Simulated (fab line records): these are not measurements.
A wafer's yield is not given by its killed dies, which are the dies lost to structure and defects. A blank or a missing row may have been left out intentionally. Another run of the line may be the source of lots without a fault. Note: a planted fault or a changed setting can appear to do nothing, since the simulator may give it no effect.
Which tool did it? | flow nandHarc | Sampling: 24 lots, 72 wafers, 6 of 1302 route steps

WHAT THE GAUGES SHOWED, per wafer
The record lacks any reading of a measuring or inspecting step that a usual standard deviation could be used to judge.

EACH LOT AND THE TOOL THAT RAN IT (in order: tool; ch and the chambers of the sampled wafers; start)
lot  | NHARC_P_GATE_STRIP_76               | NHARC_P_CONTACT_DEP_30          | NHARC_P_CONTACT_DEGAS_38    | NHARC_P_CONTACT_CMP_24        | NHARC_P_M0_DEGAS_28         | NHARC_P_M1_DESCUM_14
L074 | plasmaAsher-02 ch 0,1, day 5 11:52  | pecvd-04 ch 0,2, day 5 15:58    | pvdSputter-01, day 5 19:14  | cmp-01 ch 2,3, day 5 20:21    | pvdSputter-01, day 5 22:41  | rieDiel-06 ch 0,1,3, day 6 01:56
L075 | plasmaAsher-01 ch 0,1, day 6 00:46  | pecvd-01 ch 0,1,2, day 6 04:52  | pvdSputter-02, day 6 08:08  | cmp-04 ch 0,1,3, day 6 09:49  | pvdSputter-03, day 6 12:05  | rieDiel-09 ch 0,1,2, day 6 15:13
L076 | plasmaAsher-02 ch 0,1, day 6 11:28  | pecvd-04 ch 0,1,2, day 6 15:34  | pvdSputter-03, day 6 18:55  | cmp-02 ch 1,2,3, day 6 20:01  | pvdSputter-01, day 6 22:34  | rieDiel-06 ch 0,1,2, day 7 01:43
L077 | plasmaAsher-02 ch 0,1, day 7 00:28  | pecvd-01 ch 0,1,2, day 7 04:40  | pvdSputter-03, day 7 07:49  | cmp-02 ch 0,2,3, day 7 08:57  | pvdSputter-03, day 7 11:25  | rieDiel-09 ch 1,2, day 7 14:32
L078 | plasmaAsher-02 ch 0,1, day 7 04:58  | pecvd-03 ch 1,2, day 7 09:14    | pvdSputter-01, day 7 12:33  | cmp-02 ch 0,1, day 7 13:41    | pvdSputter-03, day 7 16:11  | rieDiel-11 ch 0,1,3, day 7 19:21
L079 | plasmaAsher-01 ch 1, day 7 17:22    | pecvd-01 ch 0,2, day 7 21:25    | pvdSputter-03, day 8 00:46  | cmp-01 ch 0,1,2, day 8 01:54  | pvdSputter-02, day 8 04:14  | rieDiel-11 ch 1,2,3, day 8 07:41
L080 | plasmaAsher-02 ch 0,1, day 8 02:13  | pecvd-03 ch 1,2, day 8 06:20    | pvdSputter-02, day 8 09:32  | cmp-01 ch 1,2,3, day 8 10:37  | pvdSputter-01, day 8 13:12  | rieDiel-11 ch 1,2,3, day 8 16:36
L081 | plasmaAsher-02 ch 0,1, day 8 13:07  | pecvd-04 ch 0,1, day 8 17:10    | pvdSputter-01, day 8 20:52  | cmp-01 ch 0,1,3, day 8 22:33  | pvdSputter-02, day 9 00:56  | rieDiel-06 ch 0,2,3, day 9 04:02
L082 | plasmaAsher-01 ch 0,1, day 9 01:38  | pecvd-03 ch 0,1,2, day 9 06:00  | pvdSputter-02, day 9 09:12  | cmp-02 ch 1,3, day 9 10:17    | pvdSputter-03, day 9 12:46  | rieDiel-09 ch 1,3, day 9 15:56
L083 | plasmaAsher-02 ch 0, day 9 06:01    | pecvd-01 ch 0,1,2, day 9 10:01  | pvdSputter-02, day 9 13:11  | cmp-01 ch 2,3, day 9 14:19    | pvdSputter-02, day 9 16:34  | rieDiel-11 ch 0,1,2, day 9 19:36
L084 | plasmaAsher-02 ch 0,1, day 9 23:32  | pecvd-03 ch 0,2, day 10 03:37   | pvdSputter-02, day 10 07:01 | cmp-01 ch 2,3, day 10 08:07   | pvdSputter-02, day 10 10:33 | rieDiel-11 ch 0,1,3, day 10 13:50
L085 | plasmaAsher-01 ch 0,1, day 10 05:38 | pecvd-04 ch 0,1, day 10 09:49   | pvdSputter-02, day 10 12:57 | cmp-02 ch 0,1, day 10 14:04   | pvdSputter-02, day 10 16:20 | rieDiel-06 ch 1,2,3, day 10 19:37
L086 | plasmaAsher-01 ch 0,1, day 10 20:07 | pecvd-04 ch 0,1, day 11 00:14   | pvdSputter-03, day 11 03:36 | cmp-02 ch 1,2, day 11 04:46   | pvdSputter-01, day 11 07:24 | rieDiel-11 ch 1,2,3, day 11 10:44
L087 | plasmaAsher-02 ch 0,1, day 10 21:17 | pecvd-04 ch 0,1, day 11 01:28   | pvdSputter-01, day 11 04:55 | cmp-04 ch 1,2,3, day 11 06:01 | pvdSputter-02, day 11 08:37 | rieDiel-11 ch 0,2,3, day 11 11:55
L089 | plasmaAsher-01 ch 0,1, day 12 02:11 | pecvd-01 ch 0,1,2, day 12 06:11 | pvdSputter-03, day 12 09:31 | cmp-01 ch 0,1,2, day 12 11:00 | pvdSputter-01, day 12 13:17 | rieDiel-11 ch 0,1,3, day 12 16:16
L088 | plasmaAsher-01 ch 0,1, day 12 03:16 | pecvd-03 ch 0,1,2, day 12 07:18 | pvdSputter-01, day 12 10:40 | cmp-04 ch 0,2,3, day 12 11:49 | pvdSputter-02, day 12 14:10 | rieDiel-06 ch 0,1, day 12 17:18
L091 | plasmaAsher-01 ch 0,1, day 12 21:43 | pecvd-03 ch 0,2, day 13 01:47   | pvdSputter-03, day 13 05:06 | cmp-01 ch 0,1,3, day 13 06:11 | pvdSputter-03, day 13 08:35 | rieDiel-06 ch 0,1,2, day 13 11:44
L090 | plasmaAsher-01 ch 0,1, day 12 22:19 | pecvd-03 ch 0,1,2, day 13 02:41 | pvdSputter-01, day 13 05:53 | cmp-04 ch 0,3, day 13 06:58   | pvdSputter-02, day 13 09:22 | rieDiel-11 ch 0,1,3, day 13 12:23
L092 | plasmaAsher-01 ch 0,1, day 13 13:57 | pecvd-01 ch 0,1,2, day 13 18:17 | pvdSputter-03, day 13 21:35 | cmp-02 ch 0,1,2, day 13 22:56 | pvdSputter-03, day 14 01:20 | rieDiel-06 ch 1,2,3, day 14 04:31
L094 | plasmaAsher-01 ch 0,1, day 14 01:23 | pecvd-04 ch 0,1, day 14 05:41   | pvdSputter-03, day 14 08:52 | cmp-01 ch 0,2,3, day 14 10:01 | pvdSputter-03, day 14 12:23 | rieDiel-11 ch 1,2,3, day 14 15:32
L095 | plasmaAsher-01 ch 0,1, day 14 02:05 | pecvd-03 ch 0,1,2, day 14 06:26 | pvdSputter-01, day 14 09:42 | cmp-04 ch 0,1, day 14 10:50   | pvdSputter-01, day 14 13:18 | rieDiel-11 ch 1,3, day 14 16:28
L093 | plasmaAsher-02 ch 0,1, day 14 07:42 | pecvd-04 ch 0,1, day 14 11:44   | pvdSputter-01, day 14 15:02 | cmp-02 ch 0,3, day 14 16:11   | pvdSputter-02, day 14 18:28 | rieDiel-11 ch 0,1,2, day 14 21:36
L096 | plasmaAsher-01 ch 0,1, day 14 16:11 | pecvd-01 ch 0,2, day 14 20:15   | pvdSputter-01, day 14 23:35 | cmp-01 ch 1,2,3, day 15 01:01 | pvdSputter-02, day 15 03:43 | rieDiel-06 ch 0,1, day 15 06:51
L097 | plasmaAsher-01 ch 0,1, day 15 04:10 | pecvd-04 ch 1,2, day 15 08:13   | pvdSputter-03, day 15 11:34 | cmp-04 ch 0,1,3, day 15 12:39 | pvdSputter-01, day 15 15:01 | rieDiel-06 ch 0,3, day 15 18:08
- NHARC_P_GATE_STRIP_76: strips in O2.
- NHARC_P_CONTACT_DEP_30: deposits SiNx, target thk 30 nm.
- NHARC_P_CONTACT_DEGAS_38: time 60 s.
- NHARC_P_CONTACT_CMP_24: polishes, t overpolish 30 s, target thk 200 nm.
- NHARC_P_M0_DEGAS_28: time 60 s.
- NHARC_P_M1_DESCUM_14: chemistry O2, time 3 s.

WHAT THE TOOLS THEMSELVES READ (means of the sampled wafers that have a number; where no wafer has one, the mark that the record gives instead)
NHARC_P_GATE_STRIP_76. Usual: drypumpMotorCurrentA 5.6 A, standard deviation 0.64; heaterPowerW 335 W, standard deviation 19.
lot  | tool           | drypumpMotorCurrentA (A) | heaterPowerW (W) | flag
L074 | plasmaAsher-02 | 5.3                      | 334              | 
L075 | plasmaAsher-01 | 5.4                      | 333              | 
L076 | plasmaAsher-02 | 5.4                      | 344              | 
L077 | plasmaAsher-02 | 5.4                      | 347              | 
L078 | plasmaAsher-02 | 5.4                      | 346              | 
L079 | plasmaAsher-01 | 6.5                      | 307              | 
L080 | plasmaAsher-02 | 5.3                      | 338              | 
L081 | plasmaAsher-02 | 5.3                      | 337              | 
L082 | plasmaAsher-01 | 6.0                      | 327              | 
L083 | plasmaAsher-02 | 5.5                      | 358              | 
L084 | plasmaAsher-02 | 5.3                      | 336              | 
L085 | plasmaAsher-01 | 6.0                      | 322              | 
L086 | plasmaAsher-01 | 5.4                      | 335              | 
L087 | plasmaAsher-02 | 5.4                      | 351              | 
L089 | plasmaAsher-01 | 6.0                      | 323              | 
L088 | plasmaAsher-01 | 5.4                      | 331              | 
L091 | plasmaAsher-01 | 6.0                      | 326              | 
L090 | plasmaAsher-01 | 6.0                      | 322              | 
L092 | plasmaAsher-01 | 6.0                      | 326              | 
L094 | plasmaAsher-01 | 6.0                      | 322              | 
L095 | plasmaAsher-01 | 5.4                      | 336              | 
L093 | plasmaAsher-02 | 5.3                      | 327              | 
L096 | plasmaAsher-01 | 6.0                      | 322              | 
L097 | plasmaAsher-01 | 6.0                      | 330              | 

NHARC_P_CONTACT_DEP_30. Usual: heaterPowerW 722 W, standard deviation 110.
lot  | tool     | heaterPowerW (W) | flag
L074 | pecvd-04 | 679              | 
L075 | pecvd-01 | 812              | 
L076 | pecvd-04 | 653              | 
L077 | pecvd-01 | 849              | 
L078 | pecvd-03 | 746              | 
L079 | pecvd-01 | 755              | 
L080 | pecvd-03 | 782              | 
L081 | pecvd-04 | 663              | 
L082 | pecvd-03 | 714              | 
L083 | pecvd-01 | 836              | 
L084 | pecvd-03 | 642              | 
L085 | pecvd-04 | 668              | 
L086 | pecvd-04 | 648              | 
L087 | pecvd-04 | 755              | 
L089 | pecvd-01 | 789              | 
L088 | pecvd-03 | 705              | 
L091 | pecvd-03 | 643              | 
L090 | pecvd-03 | 693              | 
L092 | pecvd-01 | 786              | 
L094 | pecvd-04 | 750              | 
L095 | pecvd-03 | 707              | 
L093 | pecvd-04 | 700              | 
L096 | pecvd-01 | 720              | 
L097 | pecvd-04 | 634              | 

NHARC_P_CONTACT_DEGAS_38. Usual: heaterPowerW 454 W, standard deviation 21.
lot  | tool          | heaterPowerW (W) | flag
L074 | pvdSputter-01 | 455              | 
L075 | pvdSputter-02 | 451              | 
L076 | pvdSputter-03 | 453              | 
L077 | pvdSputter-03 | 441              | 
L078 | pvdSputter-01 | 437              | 
L079 | pvdSputter-03 | 441              | 
L080 | pvdSputter-02 | 464              | 
L081 | pvdSputter-01 | 431              | 
L082 | pvdSputter-02 | 457              | 
L083 | pvdSputter-02 | 452              | 
L084 | pvdSputter-02 | 466              | 
L085 | pvdSputter-02 | 449              | 
L086 | pvdSputter-03 | 452              | 
L087 | pvdSputter-01 | 439              | 
L089 | pvdSputter-03 | 465              | 
L088 | pvdSputter-01 | 452              | 
L091 | pvdSputter-03 | 475              | 
L090 | pvdSputter-01 | 446              | 
L092 | pvdSputter-03 | 480              | 
L094 | pvdSputter-03 | 460              | 
L095 | pvdSputter-01 | 441              | 
L093 | pvdSputter-01 | 438              | 
L096 | pvdSputter-01 | 437              | 
L097 | pvdSputter-03 | 454              | 

NHARC_P_CONTACT_CMP_24. Usual: edgeZonePressureFrac 1.000, standard deviation 0.0052; motorCurrentA 11.6 A, standard deviation 0.97; overpolishRunS 30.001 s, standard deviation 0.01; timeToEndpointS 41.0 s, standard deviation 2.3.
lot  | tool   | edgeZonePressureFrac | motorCurrentA (A) | overpolishRunS (s) | timeToEndpointS (s) | flag
L074 | cmp-01 | 0.998                | 10.7              | 29.998             | 41.8                | 
L075 | cmp-04 | 0.999                | 11.6              | 29.995             | 41.6                | 
L076 | cmp-02 | 1.001                | 12.2              | 30.004             | 43.7                | 
L077 | cmp-02 | 0.999                | 11.6              | 30.004             | 39.1                | 
L078 | cmp-02 | 1.001                | 10.9              | 29.984             | 40.4                | 
L079 | cmp-01 | 0.997                | 12.0              | 29.999             | 44.0                | 
L080 | cmp-01 | 1.003                | 11.4              | 30.010             | 44.0                | 
L081 | cmp-01 | 0.995                | 12.2              | 30.005             | 40.8                | 
L082 | cmp-02 | 0.997                | 12.6              | 29.990             | 40.1                | 
L083 | cmp-01 | 1.002                | 11.1              | 30.001             | 43.9                | 
L084 | cmp-01 | 1.003                | 10.7              | 29.999             | 41.4                | 
L085 | cmp-02 | 0.995                | 12.4              | 30.003             | 41.0                | 
L086 | cmp-02 | 0.997                | 11.7              | 29.998             | 39.0                | 
L087 | cmp-04 | 1.001                | 11.4              | 30.013             | 41.2                | 
L089 | cmp-01 | 0.996                | 12.3              | 30.002             | 42.0                | 
L088 | cmp-04 | 0.996                | 11.3              | 29.992             | 41.5                | 
L091 | cmp-01 | 1.007                | 12.0              | 29.999             | 40.1                | 
L090 | cmp-04 | 1.001                | 12.1              | 30.000             | 41.9                | 
L092 | cmp-02 | 1.000                | 11.5              | 30.000             | 40.8                | 
L094 | cmp-01 | 1.005                | 11.2              | 30.008             | 38.8                | 
L095 | cmp-04 | 0.994                | 11.0              | 29.997             | 39.9                | 
L093 | cmp-02 | 1.000                | 11.2              | 30.003             | 38.8                | 
L096 | cmp-01 | 1.008                | 11.6              | 30.004             | 37.8                | 
L097 | cmp-04 | 1.001                | 11.3              | 29.994             | 40.4                | 

NHARC_P_M0_DEGAS_28. Usual: heaterPowerW 327 W, standard deviation 17.
lot  | tool          | heaterPowerW (W) | flag
L074 | pvdSputter-01 | 307              | 
L075 | pvdSputter-03 | 315              | 
L076 | pvdSputter-01 | 322              | 
L077 | pvdSputter-03 | 321              | 
L078 | pvdSputter-03 | 323              | 
L079 | pvdSputter-02 | 327              | 
L080 | pvdSputter-01 | 331              | 
L081 | pvdSputter-02 | 328              | 
L082 | pvdSputter-03 | 316              | 
L083 | pvdSputter-02 | 328              | 
L084 | pvdSputter-02 | 345              | 
L085 | pvdSputter-02 | 315              | 
L086 | pvdSputter-01 | 326              | 
L087 | pvdSputter-02 | 336              | 
L089 | pvdSputter-01 | 323              | 
L088 | pvdSputter-02 | 338              | 
L091 | pvdSputter-03 | 338              | 
L090 | pvdSputter-02 | 354              | 
L092 | pvdSputter-03 | 332              | 
L094 | pvdSputter-03 | 334              | 
L095 | pvdSputter-01 | 320              | 
L093 | pvdSputter-02 | 341              | 
L096 | pvdSputter-02 | 356              | 
L097 | pvdSputter-01 | 320              | 

NHARC_P_M1_DESCUM_14. Usual: drypumpMotorCurrentA 5.6 A, standard deviation 0.44; oesProductAu 0.999 a.u., standard deviation 0.0067; rfVppV 57.9 V, standard deviation 0.84; showerheadPlenumPTorr 1.92 Torr, standard deviation 0.082; throttleValvePct 11.310 %, standard deviation 0.01.
lot  | tool       | drypumpMotorCurrentA (A) | oesProductAu (a.u.) | rfVppV (V) | showerheadPlenumPTorr (Torr) | throttleValvePct (%) | flag
L074 | rieDiel-06 | 5.6                      | 1.000               | 57.8       | 1.92                         | 11.310               | 
L075 | rieDiel-09 | 5.5                      | 0.990               | 57.6       | 1.90                         | 11.308               | 
L076 | rieDiel-06 | 5.3                      | 0.996               | 58.9       | 1.98                         | 11.313               | 
L077 | rieDiel-09 | 5.7                      | 1.000               | 57.5       | 1.91                         | 11.306               | 
L078 | rieDiel-11 | 5.6                      | 1.006               | 57.1       | 1.94                         | 11.309               | 
L079 | rieDiel-11 | 5.8                      | 0.996               | 57.7       | 1.91                         | 11.315               | 
L080 | rieDiel-11 | 5.9                      | 0.997               | 57.9       | 1.91                         | 11.312               | 
L081 | rieDiel-06 | 5.3                      | 0.996               | 58.2       | 1.94                         | 11.310               | 
L082 | rieDiel-09 | 5.8                      | 1.003               | 56.9       | 1.86                         | 11.305               | 
L083 | rieDiel-11 | 6.0                      | 1.000               | 57.7       | 1.86                         | 11.315               | 
L084 | rieDiel-11 | 5.6                      | 1.000               | 57.6       | 1.94                         | 11.307               | 
L085 | rieDiel-06 | 5.4                      | 0.999               | 57.5       | 1.95                         | 11.296               | 
L086 | rieDiel-11 | 5.8                      | 1.001               | 58.0       | 1.91                         | 11.314               | 
L087 | rieDiel-11 | 5.9                      | 1.000               | 58.3       | 1.89                         | 11.314               | 
L089 | rieDiel-11 | 5.6                      | 1.001               | 58.7       | 1.94                         | 11.298               | 
L088 | rieDiel-06 | 5.5                      | 0.998               | 58.2       | 1.95                         | 11.319               | 
L091 | rieDiel-06 | 5.3                      | 0.996               | 58.2       | 1.97                         | 11.309               | 
L090 | rieDiel-11 | 5.6                      | 0.996               | 58.2       | 1.94                         | 11.302               | 
L092 | rieDiel-06 | 5.5                      | 0.999               | 58.4       | 1.95                         | 11.318               | 
L094 | rieDiel-11 | 5.8                      | 1.004               | 57.1       | 1.91                         | 11.311               | 
L095 | rieDiel-11 | 5.6                      | 1.005               | 57.9       | 1.95                         | 11.313               | 
L093 | rieDiel-11 | 6.0                      | 0.994               | 57.7       | 1.86                         | 11.296               | 
L096 | rieDiel-06 | 5.5                      | 0.998               | 58.2       | 1.95                         | 11.316               | 
L097 | rieDiel-06 | 5.6                      | 1.003               | 57.5       | 1.87                         | 11.309               | 

THE ANSWER, worked out from the rows above alone
Rule: a lot counts as off when the mean over its wafers that have a number is more than 3 standard deviations away from the usual mean. Also off: a lot with no number at a reading for which 4 or more lots have one. All remaining lots with rows at the step are treated as sound. Order of review: gauges by route order, followed by the tools' own readings, for which a lot's mean as printed above is used. At the first step where some lot is off, the reading lying furthest off is the one used; lots without a number count as furthest.
None of the lots is off at any reading shown; this tells nothing.

WHAT WAS PUT IN BY THE SIMULATOR
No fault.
